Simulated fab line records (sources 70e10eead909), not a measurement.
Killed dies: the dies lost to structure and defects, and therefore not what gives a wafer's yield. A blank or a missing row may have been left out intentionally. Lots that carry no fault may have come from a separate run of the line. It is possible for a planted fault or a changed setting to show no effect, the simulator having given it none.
fab line records	flow nand_harc	part 1 of 2: steps 1 to 4 of 6
record lots=21	wafers=63	last_day=24
route steps=1159 shown A_CHANNEL_HOLE_D1@478 A_STAIRCASE@532
lots that met no fault: taken from a fault-free run of the same line
start_h: the number of hours between the record's first day and the start of the first shown wafer of the lot	wait_h: how many hours have passed since the lot's step before this one	" identical to the entry in the row above	L1.1+2: a single row standing in for several wafers	- no value present, or no start provided	* or withheld: withheld	< > ~ a bound
route shown NAME@n: NAME is a module with steps in the file, n the number in the route of the first one	usual: mean and standard deviation over wafers with no fault	same: alike in all rows	chamber/n: place in a boat	sites: readings site by site	_std_site: their standard deviation	_edge_site: inner sites' mean taken away from outer sites' mean	radius_mm: how far each site lies from the wafer's centre	mask NAME#n: copy n	behind: the tool/chamber that last shaped the wafer	hold: reason for holding the lot/hours on hold/outcome of the hold	device: the n, p or np transistor that did not switch	end of line: at the end of the route, the tests of the same wafers	a step given without rows: its recipe and nothing more	killed: dies that structure and defects cost at the first sort, which is not the same as the wafer's yield	map: shows each die of a wafer: x if killed, . if not, _ if none is there
set.NAME: the setting as run; set.NAME@STEP: as run at that earlier step	model.NAME: the simulator's own value behind a step, which no gauge read
the route's steps for a sample of lots (tables are steps, rows are wafers)
services: when a tool's chamber went out of use (start_h, in hours from the record's first day, below 0 if earlier), for how many hours, and the reason
## steps
# step NHARC_A_CHANNEL_HOLE_D1_ETCH_26
# recipe bias_v=300	source_w=2000	pressure_mtorr=30	time_s=224.1	ar_flow_sccm=375	c4f8_flow_sccm=11.4	o2_flow_sccm=113.6	temp_c=-20	target_depth_a=3000	chemistry=C4F8/O2/Ar
# usual c4f8_flow_sccm=11.40/0.036	drypump_motor_current_A=5.6/0.54	showerhead_plenum_p_Torr=3.75/0.067	throttle_valve_pct=24.583/0.0093
lot.wafer	tool	chamber	start_h	wait_h	c4f8_flow_sccm	drypump_motor_current_A	rf_hours_counter_h	showerhead_plenum_p_Torr	throttle_valve_pct
L074.1	har_etch-01	0	186.52	0.6	11.36	5.2	191	3.73	24.597
L074.3	"	1	"	"	11.39	5.7	-	3.87	24.597
L074.6	"	1	"	"	11.40	5.7	-	3.87	24.591
L075.3	har_etch-02	0	195.27	0.4	11.39	5.0	-	3.78	24.580
L075.6	"	1	"	"	11.42	6.4	-	3.69	24.576
L075.5	"	0	"	"	11.37	5.0	-	3.78	24.579
L076.2	har_etch-01	1	195.57	0.6	11.45	5.6	197	3.86	24.577
L076.4	"	1	"	"	11.44	5.7	-	3.86	24.584
L076.5	"	1	"	"	11.42	5.7	-	3.86	24.582
L078.1	har_etch-01	1	201.91	0.6	11.41	5.7	201	3.86	24.571
L078.4	"	1	"	"	11.37	5.7	-	3.86	24.597
L078.6	"	0	"	"	11.42	5.2	-	3.73	24.583
L079.1	har_etch-02	0	208.81	0.7	11.35	5.0	120	3.78	24.595
L079.4	"	0	"	"	11.32	5.0	-	3.78	24.588
L079.6	"	0	"	"	11.40	5.0	-	3.78	24.586
L081.2	har_etch-02	0	225.83	0.6	11.38	5.0	125	3.77	24.593
L081.3	"	1	"	"	11.43	6.4	-	3.68	24.572
L081.4	"	0	"	"	11.40	5.0	-	3.77	24.580
L082.3	har_etch-01	0	225.94	0.5	11.36	5.2	-	3.72	24.599
L082.4	"	1	"	"	11.41	5.7	-	3.85	24.589
L082.6	"	1	"	"	11.38	5.7	-	3.86	24.600
L083.1	har_etch-01	1	230.23	0.6	11.35	5.7	215	3.85	24.589
L083.6	"	0	"	"	11.38	5.2	-	3.72	24.593
L083.5	"	1	"	"	11.35	5.6	-	3.85	24.584
L084.1	har_etch-02	0	241.31	0.7	11.42	5.0	132	3.77	24.576
L084.6	"	0	"	"	11.40	5.0	-	3.77	24.590
L084.5	"	1	"	"	11.44	6.4	-	3.68	24.594
L085.2	har_etch-01	0	242.60	0.7	11.45	5.2	219	3.72	24.581
L085.4	"	1	"	"	11.38	5.6	-	3.85	24.585
L085.6	"	1	"	"	11.41	5.6	-	3.85	24.573
L087.3	har_etch-02	0	252.32	0.5	11.45	5.0	-	3.77	24.579
L087.4	"	1	"	"	11.41	6.4	-	3.67	24.583
L087.5	"	1	"	"	11.43	6.4	-	3.67	24.580
L086.2	har_etch-01	0	262.40	0.7	11.35	5.2	229	3.71	24.590
L086.1	"	1	"	"	11.40	5.7	229	3.84	24.592
L086.3	"	0	"	"	11.32	5.2	-	3.71	24.586
L089.3	har_etch-02	0	268.82	0.5	11.39	5.0	-	3.76	24.593
L089.4	"	1	"	"	11.41	6.4	-	3.67	24.583
L089.6	"	0	"	"	11.39	5.0	-	3.76	24.573
L088.1	har_etch-01	0	269.29	0.7	11.39	5.2	233	3.71	24.581
L088.4	"	0	"	"	11.38	5.1	-	3.71	24.571
L088.6	"	1	"	"	11.37	5.7	-	3.84	24.596
L091.4	har_etch-01	1	278.95	0.5	11.35	5.7	-	3.84	24.570
L091.3	"	0	"	"	11.46	5.2	-	3.71	24.588
L091.5	"	0	"	"	11.44	5.1	-	3.71	24.581
L092.1	har_etch-02	1	279.74	0.6	11.40	6.4	148	3.67	24.576
L092.4	"	1	"	"	11.49	6.4	-	3.67	24.580
L092.5	"	1	"	"	11.40	6.4	-	3.67	24.580
L090.2	har_etch-01	0	283.07	0.7	11.42	5.2	241	3.70	24.580
L090.4	"	0	"	"	11.42	5.2	-	3.70	24.590
L090.5	"	0	"	"	11.39	5.2	-	3.70	24.581
L094.2	har_etch-01	0	293.07	0.7	11.38	5.2	245	3.70	24.587
L094.1	"	1	"	"	11.35	5.6	245	3.84	24.583
L094.3	"	1	"	"	11.37	5.7	-	3.84	24.584
L093.2	har_etch-02	1	293.94	0.7	11.43	6.4	155	3.66	24.597
L093.1	"	0	"	"	11.36	5.0	155	3.76	24.573
L093.5	"	1	"	"	11.41	6.4	-	3.66	24.578
L095.2	har_etch-02	1	299.92	0.6	11.41	6.4	159	3.66	24.586
L095.6	"	0	"	"	11.43	5.0	-	3.75	24.584
L095.5	"	1	"	"	11.43	6.4	-	3.66	24.600
L097.1	har_etch-02	1	324.04	0.6	11.44	6.4	170	3.66	24.593
L097.6	"	0	"	"	11.43	5.0	-	3.75	24.593
L097.5	"	1	"	"	11.40	6.4	-	3.66	24.570
# step NHARC_A_CHANNEL_HOLE_D1_ETCH_44
# recipe target_depth_a=1400	overetch_a=140	time_s=77	ion_energy_ev=100	cf4_flow_sccm=80	o2_flow_sccm=20	ar_flow_sccm=0	rf_w=300	bias_w=100	chemistry=CF4/O2
# usual drypump_motor_current_A=5.8/0.46	oes_f_703_au=1.000/0.0049	oes_product_au=0.999/0.0099	rf_vpp_V=198.3/1.4	showerhead_plenum_p_Torr=1.36/0.053	throttle_valve_pct=13.397/0.0089
lot.wafer	tool	chamber	start_h	wait_h	drypump_motor_current_A	oes_f_703_au	oes_product_au	rf_hours_counter_h	rf_vpp_V	showerhead_plenum_p_Torr	throttle_valve_pct
L074.1	rie_diel-12	0	187.44	0.1	4.9	1.007	1.013	9	198.0	1.40	13.399
L074.3	"	1	"	"	6.0	1.001	1.018	9	199.3	1.31	13.388
L074.6	"	0	"	"	4.9	0.987	1.007	-	198.8	1.40	13.383
L075.3	rie_diel-12	0	196.13	0.1	4.9	0.999	1.009	10	200.4	1.40	13.411
L075.5	"	3	"	"	5.5	0.993	1.003	-	198.1	1.34	13.405
L075.6	"	0	"	"	4.9	0.997	1.018	-	198.5	1.40	13.393
L076.4	rie_diel-01	2	196.50	0.1	6.0	0.993	1.000	3	199.8	1.41	13.414
L076.2	"	3	"	"	5.9	0.996	0.986	3	197.1	1.24	13.388
L076.5	"	2	"	"	6.0	0.998	1.001	-	200.1	1.41	13.386
L078.4	rie_diel-13	2	203.16	0.4	6.2	1.001	0.985	9	199.3	1.43	13.404
L078.1	"	0	"	"	4.7	1.011	0.986	9	196.3	1.32	13.395
L078.6	"	1	"	"	5.9	0.998	0.979	-	197.7	1.33	13.398
L079.4	rie_diel-01	0	210.04	0.1	6.1	0.994	1.019	4	200.3	1.43	13.395
L079.1	"	3	"	"	5.9	1.012	0.992	4	196.8	1.24	13.404
L079.6	"	1	"	"	6.0	0.999	0.999	-	197.3	1.36	13.398
L081.2	rie_diel-12	1	226.75	0.1	6.0	1.005	1.003	1	195.7	1.31	13.401
L081.3	"	2	"	"	6.2	0.998	1.010	1	196.5	1.32	13.405
L081.4	"	3	"	"	5.5	0.996	1.000	1	197.5	1.34	13.396
L082.3	rie_diel-01	1	226.87	0.1	6.0	0.992	0.989	6	198.8	1.36	13.397
L082.6	"	3	"	"	5.8	1.006	0.982	-	197.2	1.24	13.399
L082.4	"	0	"	"	6.1	1.009	1.002	-	199.2	1.43	13.394
L083.1	rie_diel-13	3	231.17	0.1	5.8	0.993	0.992	11	199.3	1.36	13.399
L083.5	"	1	"	"	5.9	0.995	0.994	-	198.5	1.33	13.386
L083.6	"	2	"	"	6.3	0.993	1.010	-	199.7	1.43	13.397
L084.1	rie_diel-01	3	242.27	0.1	5.9	0.998	0.982	7	197.3	1.24	13.393
L084.5	"	1	"	"	6.0	1.006	1.004	-	197.8	1.36	13.390
L084.6	"	2	"	"	6.0	0.998	1.020	-	199.1	1.41	13.385
L085.4	rie_diel-13	2	243.55	0.1	6.3	1.002	0.994	11	200.6	1.43	13.398
L085.2	"	1	"	"	5.9	1.001	0.999	12	199.5	1.33	13.405
L085.6	"	3	"	"	5.8	1.004	0.987	-	199.5	1.36	13.406
L087.4	rie_diel-01	1	253.20	0.0	6.0	1.002	0.993	9	198.8	1.36	13.398
L087.3	"	0	"	"	6.1	1.004	0.993	9	201.4	1.43	13.391
L087.5	"	1	"	"	6.0	1.001	1.000	-	199.2	1.36	13.409
L086.2	rie_diel-12	0	263.35	0.1	4.9	0.997	1.010	3	198.4	1.40	13.397
L086.1	"	2	"	"	6.2	1.002	0.996	2	195.9	1.32	13.389
L086.3	"	3	"	"	5.5	1.005	1.000	3	197.2	1.34	13.397
L089.4	rie_diel-13	1	269.71	0.1	5.9	1.005	0.986	14	198.2	1.33	13.390
L089.3	"	2	"	"	6.3	0.998	1.003	14	199.9	1.43	13.403
L089.6	"	0	"	"	4.7	1.006	1.006	-	198.1	1.32	13.391
L088.1	rie_diel-01	3	270.28	0.1	5.8	1.002	0.984	10	195.7	1.24	13.393
L088.4	"	3	"	"	5.8	1.002	0.989	-	195.8	1.24	13.390
L088.6	"	1	"	"	6.0	0.997	0.999	-	197.5	1.36	13.410
L091.3	rie_diel-01	2	279.87	0.1	6.0	0.997	1.009	9	198.8	1.41	13.395
L091.4	"	0	"	"	6.1	0.996	1.003	-	200.2	1.43	13.401
L091.5	"	3	"	"	5.8	1.001	0.992	-	196.6	1.24	13.400
L092.4	rie_diel-12	3	280.64	0.0	5.5	0.998	1.008	4	198.9	1.34	13.388
L092.1	"	1	"	"	6.0	0.996	0.994	4	197.5	1.31	13.399
L092.5	"	0	"	"	4.9	1.003	0.999	-	197.9	1.40	13.406
L090.4	rie_diel-12	1	284.02	0.0	6.0	0.990	0.972	4	197.2	1.31	13.402
L090.2	"	0	"	"	4.9	1.001	0.996	4	198.7	1.40	13.393
L090.5	"	2	"	"	6.2	0.999	1.002	-	197.3	1.32	13.407
L094.3	rie_diel-12	1	294.02	0.0	6.0	1.000	0.990	4	199.0	1.31	13.393
L094.2	"	2	"	"	6.2	1.003	1.005	3	197.8	1.32	13.392
L094.1	"	3	"	"	5.5	1.000	1.003	4	200.1	1.34	13.403
L093.2	rie_diel-13	1	294.90	0.1	5.9	0.994	0.997	1	198.0	1.33	13.392
L093.1	"	2	"	"	6.2	1.003	0.999	1	199.8	1.43	13.393
L093.5	"	0	"	"	4.7	0.996	1.001	-	197.6	1.32	13.402
L095.2	rie_diel-12	1	300.83	0.1	6.0	0.993	0.999	4	196.5	1.31	13.404
L095.6	"	1	"	"	6.0	0.993	0.993	-	196.7	1.31	13.395
L095.5	"	2	"	"	6.2	0.993	1.003	-	197.9	1.32	13.400
L097.1	rie_diel-01	2	324.99	0.1	6.0	0.995	0.991	0	198.9	1.41	13.437
L097.6	"	1	"	"	6.0	1.002	0.985	-	197.7	1.36	13.384
L097.5	"	2	"	"	6.0	1.010	0.991	-	198.9	1.41	13.404
# step NHARC_A_STAIRCASE_ETCH_170
# recipe target_depth_a=2000	time_s=66.667	ion_energy_ev=250	c4f6_flow_sccm=25	o2_flow_sccm=20	ar_flow_sccm=500	rf_w=600	bias_w=500	chemistry=C4F6/O2
# usual drypump_motor_current_A=5.67/0.3	oes_product_au=0.972/0.017	rf_vpp_V=546/3.3	showerhead_plenum_p_Torr=3.87/0.15	throttle_valve_pct=26.903/0.0086
lot.wafer	tool	chamber	start_h	wait_h	drypump_motor_current_A	oes_product_au	rf_hours_counter_h	rf_vpp_V	showerhead_plenum_p_Torr	throttle_valve_pct
L074.3	rie_diel-11	3	-	-	5.40	0.982	9	550	4.08	26.909
L074.1	"	0	"	"	6.14	1.006	8	544	3.77	26.908
L074.6	"	1	"	"	5.58	0.979	-	542	3.71	26.902
L076.2	rie_diel-02	0	-	-	5.10	0.987	34	541	3.66	26.896
L076.4	"	1	"	"	6.03	0.972	32	546	3.89	26.890
L076.5	"	3	"	"	5.67	0.989	-	549	3.97	26.919
L078.4	rie_diel-02	0	-	-	5.10	0.984	38	541	3.66	26.895
L078.1	"	1	"	"	6.02	0.979	35	547	3.89	26.910
L078.6	"	1	"	"	6.05	0.969	-	546	3.89	26.913
L075.3	rie_diel-11	0	-	-	6.17	0.986	14	544	3.76	26.893
L075.5	"	3	"	"	5.39	0.968	-	550	4.08	26.891
L075.6	"	0	"	"	6.15	0.980	-	544	3.76	26.905
L079.1	rie_diel-11	2	-	-	5.96	0.976	21	544	3.76	26.906
L079.4	"	0	"	"	6.12	0.966	15	542	3.76	26.899
L079.6	"	2	"	"	5.95	0.982	-	543	3.76	26.907
L081.3	rie_diel-05	2	-	-	5.48	0.949	43	548	3.98	26.902
L081.2	"	3	"	"	5.57	0.950	41	549	4.06	26.915
L081.4	"	0	"	"	5.61	0.958	37	544	3.77	26.912
L082.4	rie_diel-11	3	-	-	5.39	0.978	24	548	4.07	26.906
L082.3	"	0	"	"	6.15	0.996	24	542	3.76	26.912
L082.6	"	0	"	"	6.15	0.990	-	542	3.76	26.919
L083.1	rie_diel-05	1	-	-	5.69	0.980	39	550	4.01	26.908
L083.6	"	0	"	"	5.62	0.960	-	544	3.77	26.909
L083.5	"	1	"	"	5.71	0.991	-	547	4.01	26.895
L084.1	rie_diel-11	2	-	-	5.97	0.965	34	542	3.75	26.913
L084.5	"	3	"	"	5.38	0.955	-	552	4.07	26.910
L084.6	"	0	"	"	6.13	0.964	-	544	3.75	26.906
L085.2	rie_diel-02	0	-	-	5.11	0.971	54	542	3.65	26.913
L085.4	"	3	"	"	5.68	0.975	51	547	3.96	26.897
L085.6	"	0	"	"	5.12	0.971	-	542	3.65	26.904
L087.4	rie_diel-05	1	-	-	5.71	0.979	45	549	4.00	26.910
L087.3	"	2	"	"	5.50	0.968	50	546	3.97	26.902
L087.5	"	2	"	"	5.51	0.968	-	547	3.97	26.903
L086.2	rie_diel-02	1	-	-	6.03	0.988	60	545	3.87	26.897
L086.1	"	2	"	"	5.87	0.978	56	543	3.70	26.907
L086.3	"	0	"	"	5.12	0.974	60	539	3.65	26.893
L088.1	rie_diel-02	3	-	-	5.69	0.986	62	547	3.95	26.897
L088.4	"	0	"	"	5.12	0.968	64	541	3.64	26.893
L088.6	"	1	"	"	6.02	0.969	-	546	3.87	26.904
L089.4	rie_diel-02	1	-	-	6.01	0.974	63	544	3.87	26.900
L089.3	"	2	"	"	5.86	0.987	58	543	3.70	26.899
L089.6	"	0	"	"	5.11	0.978	-	540	3.65	26.903
L092.1	rie_diel-05	2	-	-	5.53	0.958	64	548	3.97	26.898
L092.4	"	3	"	"	5.54	0.951	62	549	4.05	26.891
L092.5	"	2	"	"	5.49	0.968	-	548	3.97	26.917
L090.4	rie_diel-05	2	-	-	5.46	0.951	64	546	3.97	26.899
L090.2	"	3	"	"	5.56	0.948	62	549	4.05	26.905
L090.5	"	2	"	"	5.51	0.946	-	547	3.97	26.923
L091.4	rie_diel-05	0	-	-	5.62	0.941	56	544	3.76	26.894
L091.3	"	1	"	"	5.72	0.939	52	548	4.00	26.889
L091.5	"	3	"	"	5.55	0.952	-	550	4.05	26.900
L093.1	rie_diel-02	1	-	-	6.03	0.985	2	546	3.87	26.878
L093.2	"	2	"	"	5.85	0.982	3	543	3.69	26.906
L093.5	"	1	"	"	6.01	0.992	-	545	3.87	26.894
L094.1	rie_diel-02	2	-	-	5.81	0.968	4	542	3.69	26.894
L094.2	"	3	"	"	5.65	0.986	4	548	3.95	26.905
L094.3	"	0	"	"	5.09	0.991	3	553	4.22	26.899
L095.2	rie_diel-02	3	-	-	5.64	0.970	6	547	3.95	26.899
L095.5	"	0	"	"	5.10	0.979	-	555	4.22	26.900
L095.6	"	1	"	"	6.01	0.984	-	546	3.86	26.905
L097.1	rie_diel-02	1	-	-	6.00	0.977	15	546	3.86	26.889
L097.5	"	2	"	"	5.85	0.992	-	541	3.69	26.898
L097.6	"	3	"	"	5.68	0.982	-	548	3.94	26.902
# step NHARC_A_STAIRCASE_TRIM_16
# recipe time_s=211.2	o2_flow_sccm=500	ar_flow_sccm=0	bias_w=0	chemistry=O2
# usual drypump_motor_current_A=5.68/0.28	oes_product_au=1.002/0.0093	rf_vpp_V=57.6/0.9	showerhead_plenum_p_Torr=3.49/0.14	throttle_valve_pct=17.038/0.009
lot.wafer	tool	chamber	start_h	wait_h	drypump_motor_current_A	oes_product_au	rf_hours_counter_h	rf_vpp_V	showerhead_plenum_p_Torr	throttle_valve_pct
L074.3	rie_diel-05	3	-	-	5.58	0.996	28	59.4	3.67	17.044
L074.1	"	2	"	"	5.48	0.986	29	60.1	3.59	17.045
L074.6	"	3	"	"	5.55	1.000	-	59.1	3.67	17.035
L076.2	rie_diel-05	2	-	-	5.51	0.992	31	57.6	3.59	17.051
L076.4	"	3	"	"	5.54	0.994	30	57.3	3.66	17.039
L076.5	"	1	"	"	5.71	1.006	-	58.3	3.61	17.055
L078.1	rie_diel-11	3	-	-	5.39	1.006	13	57.4	3.67	17.034
L078.4	"	2	"	"	5.95	0.997	19	58.3	3.38	17.031
L078.6	"	0	"	"	6.14	1.023	-	57.5	3.38	17.046
L075.3	rie_diel-11	1	-	-	5.63	0.997	19	58.8	3.33	17.037
L075.5	"	3	"	"	5.41	1.008	-	57.4	3.67	17.048
L075.6	"	0	"	"	6.09	1.015	-	57.4	3.38	17.040
L079.1	rie_diel-05	2	-	-	5.48	0.997	37	57.0	3.58	17.037
L079.4	"	1	"	"	5.72	1.009	33	58.1	3.61	17.027
L079.6	"	2	"	"	5.49	0.996	-	57.9	3.58	17.031
L081.3	rie_diel-11	2	-	-	5.95	0.999	29	57.8	3.37	17.041
L081.4	"	3	"	"	5.38	0.995	24	56.4	3.67	17.032
L081.2	"	1	"	"	5.62	1.000	27	57.5	3.33	17.036
L082.3	rie_diel-02	3	-	-	5.68	1.007	48	57.5	3.56	17.041
L082.4	"	0	"	"	5.09	1.007	48	57.9	3.28	17.039
L082.6	"	0	"	"	5.08	0.997	-	57.4	3.28	17.041
L083.1	rie_diel-11	2	-	-	5.96	1.002	33	58.4	3.37	17.045
L083.5	"	3	"	"	5.38	1.000	-	58.1	3.66	17.041
L083.6	"	0	"	"	6.17	1.011	-	57.4	3.37	17.048
L084.1	rie_diel-05	3	-	-	5.54	0.999	46	57.8	3.66	17.045
L084.5	"	1	"	"	5.72	1.010	-	59.1	3.60	17.025
L084.6	"	2	"	"	5.48	0.993	-	57.9	3.58	17.036
L085.2	rie_diel-02	3	-	-	5.67	1.007	53	57.7	3.56	17.042
L085.4	"	0	"	"	5.10	1.002	55	57.6	3.28	17.037
L085.6	"	2	"	"	5.87	1.004	-	57.6	3.32	17.039
L087.3	rie_diel-05	2	-	-	5.52	1.001	51	56.6	3.57	17.045
L087.5	"	0	"	"	5.60	0.985	-	57.4	3.39	17.038
L087.4	"	3	"	"	5.55	0.996	-	57.9	3.65	17.050
L086.3	rie_diel-11	3	-	-	5.39	0.984	36	58.4	3.66	17.036
L086.1	"	0	"	"	6.11	1.006	36	55.5	3.37	17.038
L086.2	"	1	"	"	5.63	0.990	38	57.6	3.32	17.041
L088.1	rie_diel-11	1	-	-	5.62	1.000	42	56.7	3.32	17.033
L088.6	"	1	"	"	5.61	0.995	-	57.0	3.32	17.034
L088.4	"	2	"	"	5.96	0.993	-	55.8	3.36	17.039
L089.3	rie_diel-02	2	-	-	5.86	1.022	59	58.5	3.32	17.040
L089.4	"	0	"	"	5.12	1.022	65	55.5	3.27	17.033
L089.6	"	1	"	"	6.04	1.020	-	58.2	3.48	17.042
L090.4	rie_diel-05	3	-	-	5.53	0.997	63	58.6	3.65	17.042
L090.2	"	0	"	"	5.61	0.998	57	58.2	3.38	17.019
L090.5	"	2	"	"	5.46	1.004	-	57.2	3.57	17.046
L092.1	rie_diel-11	1	-	-	5.64	1.000	48	56.1	3.32	17.036
L092.5	"	0	"	"	6.12	1.013	-	57.0	3.36	17.042
L092.4	"	1	"	"	5.66	1.006	-	58.1	3.32	17.029
L091.4	rie_diel-05	2	-	-	5.51	0.994	65	57.8	3.57	17.030
L091.3	"	3	"	"	5.54	1.003	64	57.5	3.65	17.014
L091.5	"	1	"	"	5.68	1.000	-	56.4	3.60	17.037
L093.1	rie_diel-02	1	-	-	6.01	0.996	4	58.1	3.48	17.048
L093.2	"	2	"	"	5.84	0.994	4	56.7	3.32	17.049
L093.5	"	0	"	"	5.09	1.004	-	58.2	3.81	17.037
L094.1	rie_diel-02	2	-	-	5.87	1.003	5	57.8	3.31	17.043
L094.3	"	3	"	"	5.69	1.001	5	57.9	3.55	17.027
L094.2	"	1	"	"	6.04	1.000	5	57.8	3.47	17.044
L095.2	rie_diel-11	0	-	-	6.13	1.025	56	57.6	3.36	17.039
L095.6	"	3	"	"	5.40	1.003	-	56.3	3.66	17.037
L095.5	"	0	"	"	6.11	1.018	-	56.7	3.36	17.033
L097.1	rie_diel-02	3	-	-	5.69	0.996	16	58.9	3.54	17.046
L097.5	"	1	"	"	6.00	0.984	-	56.2	3.47	17.024
L097.6	"	2	"	"	5.86	0.995	-	56.9	3.31	17.031
